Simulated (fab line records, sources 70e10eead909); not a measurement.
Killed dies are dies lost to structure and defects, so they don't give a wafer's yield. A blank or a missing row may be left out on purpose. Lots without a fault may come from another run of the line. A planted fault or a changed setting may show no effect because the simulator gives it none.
Chamber matching | flow nand_harc | NHARC_P_M1_STRIP_18 on rie_diel-13: 4 sister chambers
The step strips in N2/H2. 4 wafers are shown with their chamber, then 11 later ones without.

WAFERS WITH THEIR CHAMBER
wafer  | chamber | showerhead_plenum_p_Torr (Torr)
L088.3 | 3       | 2.05
L085.2 | 0       | 2.20
L085.3 | 2       | 1.94
L090.1 | 1       | 2.05

WAFERS WITHOUT THEIR CHAMBER
wafer  | showerhead_plenum_p_Torr (Torr)
L090.4 | 2.19
L090.5 | 2.20
L094.1 | 2.05
L094.3 | 2.19
L094.6 | 2.05
L095.1 | 2.05
L095.3 | 2.05
L095.5 | 1.93
L096.2 | 2.19
L096.4 | 2.05
L096.5 | 2.19

WHICH CHAMBER EACH WENT THROUGH
wafer  | from the rows above     | in truth
L090.4 | 0                       | 0
L090.5 | 0                       | 0
L094.1 | can't be placed: 1 or 3 | 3
L094.3 | 0                       | 0
L094.6 | can't be placed: 1 or 3 | 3
L095.1 | can't be placed: 1 or 3 | 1
L095.3 | can't be placed: 1 or 3 | 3
L095.5 | 2                       | 2
L096.2 | 0                       | 0
L096.4 | can't be placed: 1 or 3 | 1
L096.5 | 0                       | 0
Placed correctly: 6 of 11. Can't be placed from these rows: 5 (the true chamber is among the candidates in 5). Placed wrongly: 0.
How it was worked out, from the rows above alone: a wafer's distance from a chamber is the root of the sum, over the readings, of the square of ((its reading less the chamber's mean) divided by the reading's scatter). The wafer belongs to the nearest chamber; if the next one is less than 2 further off, it can't be placed. A chamber's mean is the mean of its shown wafers. The scatter: with one shown wafer a chamber, the root of the mean of the squares of how far each hidden wafer lies from its nearest shown one.
